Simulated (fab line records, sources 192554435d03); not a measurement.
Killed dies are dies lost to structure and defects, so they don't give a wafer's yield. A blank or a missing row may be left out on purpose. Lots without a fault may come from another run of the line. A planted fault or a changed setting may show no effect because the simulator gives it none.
Chamber matching | flow n5_finfet | N5_SDB_ALD_29 on ald_sin-04: 4 sister chambers
The step deposits SiNx, target thk 30 nm, pulse time 1 s, ald cycles 600. 20 wafers are shown with their chamber, then 10 later ones without.

WAFERS WITH THEIR CHAMBER
wafer  | chamber | heater_power_w (W) | precursor_pulse_height_rel
L074.1 | 1       | 711                | 1.022
L074.2 | 3       | 929                | 1.020
L074.3 | 2       | 998                | 0.981
L079.2 | 2       | 996                | 1.010
L079.3 | 0       | 818                | 1.002
L079.4 | 1       | 722                | 0.995
L081.1 | 2       | 999                | 1.001
L081.4 | 1       | 738                | 1.023
L081.6 | 1       | 699                | 1.004
L084.1 | 0       | 808                | 1.005
L084.4 | 1       | 698                | 0.970
L084.5 | 1       | 704                | 0.998
L090.1 | 1       | 731                | 0.995
L090.2 | 0       | 836                | 1.015
L090.3 | 3       | 966                | 1.005
L092.1 | 2       | 996                | 0.989
L092.2 | 3       | 958                | 0.992
L092.3 | 0       | 832                | 1.022
L093.3 | 0       | 830                | 0.986
L093.4 | 2       | 1002               | 1.028

SIGNATURES (means of the wafers above)
reading                    | chamber 0 | chamber 1 | chamber 2 | chamber 3 | scatter within a chamber
heater_power_w             | 824.80    | 714.71    | 998.20    | 951.00    | 13.3
precursor_pulse_height_rel | 1.00600   | 1.00100   | 1.00180   | 1.00567   | 0.0167
Rule: a wafer's distance from a chamber is the root of the sum, over the readings, of the square of ((its reading less the chamber's mean) divided by the reading's scatter). The wafer belongs to the nearest chamber; if the next one is less than 2 further off, it can't be placed. The scatter: the root of (the sum of the squares of (reading less its chamber's mean) over the shown wafers, divided by (wafers less chambers)).

WAFERS WITHOUT THEIR CHAMBER
wafer  | heater_power_w (W) | precursor_pulse_height_rel
L093.6 | 1027               | 1.046
L094.1 | 1013               | 1.006
L094.4 | 982                | 0.983
L094.6 | 970                | 1.012
L096.1 | 968                | 0.995
L096.2 | 719                | 0.993
L096.5 | 961                | 0.993
L097.1 | 712                | 0.998
L097.4 | 992                | 0.978
L097.6 | 729                | 1.025

WHICH CHAMBER EACH WENT THROUGH
wafer  | from the rows above     | in truth
L093.6 | 2                       | 2
L094.1 | 2                       | 2
L094.4 | can't be placed: 2 or 3 | 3
L094.6 | can't be placed: 3 or 2 | 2
L096.1 | can't be placed: 3 or 2 | 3
L096.2 | 1                       | 1
L096.5 | can't be placed: 3 or 2 | 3
L097.1 | 1                       | 1
L097.4 | 2                       | 2
L097.6 | 1                       | 1
Placed correctly: 6 of 10. Can't be placed from these rows: 4 (the true chamber is among the candidates in 4). Placed wrongly: 0.
